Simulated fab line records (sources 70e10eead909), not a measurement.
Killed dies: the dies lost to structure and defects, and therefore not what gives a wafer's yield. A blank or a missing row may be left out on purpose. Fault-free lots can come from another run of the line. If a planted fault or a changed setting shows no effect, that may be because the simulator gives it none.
Chamber matching + flow nandHarc + NHARC_P_CONTACT_DEP_30 on pecvd-01: 3 sister chambers
The step deposits SiNx, target thk 30 nm. 14 wafers are shown with their chamber, then 7 later ones without.

WAFERS, EACH WITH ITS CHAMBER
| wafer  | chamber | heaterPowerW (W) | heaterPowerOuterW (W) |
|--------|---------|------------------|-----------------------|
| L074.1 | 0       | 612              | 419                   |
| L074.2 | 1       | 651              | 396                   |
| L074.6 | 0       | 616              | 397                   |
| L079.2 | 2       | 647              | 416                   |
| L079.5 | 1       | 761              | 489                   |
| L079.6 | 2       | 658              | 430                   |
| L081.1 | 1       | 696              | 424                   |
| L081.3 | 0       | 644              | 423                   |
| L081.6 | 1       | 700              | 444                   |
| L083.1 | 2       | 561              | 361                   |
| L083.5 | 0       | 628              | 402                   |
| L083.6 | 1       | 664              | 425                   |
| L089.3 | 1       | 748              | 464                   |
| L089.5 | 1       | 742              | 468                   |

SIGNATURES (averages over the wafers above)
| reading           | chamber 0 | chamber 1 | chamber 2 | scatter within a chamber |
|-------------------|-----------|-----------|-----------|--------------------------|
| heaterPowerW      | 625.00    | 708.86    | 622.00    | 39.6                     |
| heaterPowerOuterW | 410.25    | 444.29    | 402.33    | 28.9                     |
Rule: distance of a wafer from a chamber = root of the sum over the readings of ((wafer's reading minus chamber's mean) / reading's scatter) squared. If the next closest chamber is less than 2 further off than the closest, the wafer can't be placed; otherwise it belongs to the closest. How the scatter is found: for the shown wafers, subtract from each reading the mean of its chamber, square and add these, divide the total by (wafers less chambers), then take the root.

WAFERS WHOSE CHAMBER IS MISSING
| wafer  | heaterPowerW (W) | heaterPowerOuterW (W) |
|--------|------------------|-----------------------|
| L089.6 | 605              | 386                   |
| L090.1 | 747              | 464                   |
| L090.3 | 637              | 420                   |
| L090.5 | 646              | 427                   |
| L096.1 | 636              | 407                   |
| L096.3 | 735              | 491                   |
| L096.6 | 744              | 487                   |

EACH ONE'S CHAMBER
| wafer  | from the rows above          | in truth                   |
|--------|------------------------------|----------------------------|
| L089.6 | can't be placed: 2 or 0      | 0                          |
| L090.1 | 1                            | 1                          |
| L090.3 | can't be placed: 0 or 2 or 1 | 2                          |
| L090.5 | can't be placed: 0 or 2 or 1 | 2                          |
| L096.1 | can't be placed: 0 or 2 or 1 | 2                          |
| L096.3 | 1                            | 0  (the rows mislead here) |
| L096.6 | 1                            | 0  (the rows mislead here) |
1 of 7 placed correctly. Cannot be placed on the basis of these rows: 4; the candidates contain the true chamber in 4. Number placed wrongly: 2.
